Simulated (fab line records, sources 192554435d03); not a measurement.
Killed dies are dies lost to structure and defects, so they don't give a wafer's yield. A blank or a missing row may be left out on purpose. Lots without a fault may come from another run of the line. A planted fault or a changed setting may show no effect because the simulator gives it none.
Chamber matching | flow n5_finfet | N5_HKMG_FIN_ALD_36 on ald_metal-02: 4 sister chambers
The step deposits TiN, target thk 1 nm, pulse time 1 s, purge time 3 s. 8 wafers are shown with their chamber, then 9 later ones without.

WAFERS WITH THEIR CHAMBER
wafer  | chamber | heater_power_outer_w (W) | heater_power_w (W)
L079.6 | 1       | 516                      | 887
L082.2 | 1       | 504                      | 902
L082.5 | 2       | 656                      | 976
L086.1 | 2       | 645                      | 959
L086.6 | 3       | 563                      | 857
L089.4 | 0       | 558                      | 862
L089.5 | 0       | 556                      | 887
L089.6 | 3       | 555                      | 862

WAFERS WITHOUT THEIR CHAMBER
wafer  | heater_power_outer_w (W) | heater_power_w (W)
L092.1 | 550                      | 878
L092.2 | 498                      | 885
L092.6 | 519                      | 897
L095.1 | 555                      | 876
L095.2 | 526                      | 908
L095.4 | 520                      | 913
L097.1 | 666                      | 970
L097.3 | 559                      | 883
L097.5 | 546                      | 889

WHICH CHAMBER EACH WENT THROUGH
wafer  | from the rows above     | in truth
L092.1 | can't be placed: 0 or 3 | 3
L092.2 | 1                       | 1
L092.6 | 1                       | 1
L095.1 | can't be placed: 0 or 3 | 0
L095.2 | 1                       | 1
L095.4 | 1                       | 1
L097.1 | 2                       | 2
L097.3 | can't be placed: 0 or 3 | 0
L097.5 | can't be placed: 0 or 3 | 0
Placed correctly: 5 of 9. Can't be placed from these rows: 4 (the true chamber is among the candidates in 4). Placed wrongly: 0.
How it was worked out, from the rows above alone: a wafer's distance from a chamber is the root of the sum, over the readings, of the square of ((its reading less the chamber's mean) divided by the reading's scatter). The wafer belongs to the nearest chamber; if the next one is less than 2 further off, it can't be placed. A chamber's mean is the mean of its shown wafers. The scatter: the root of (the sum of the squares of (reading less its chamber's mean) over the shown wafers, divided by (wafers less chambers)).
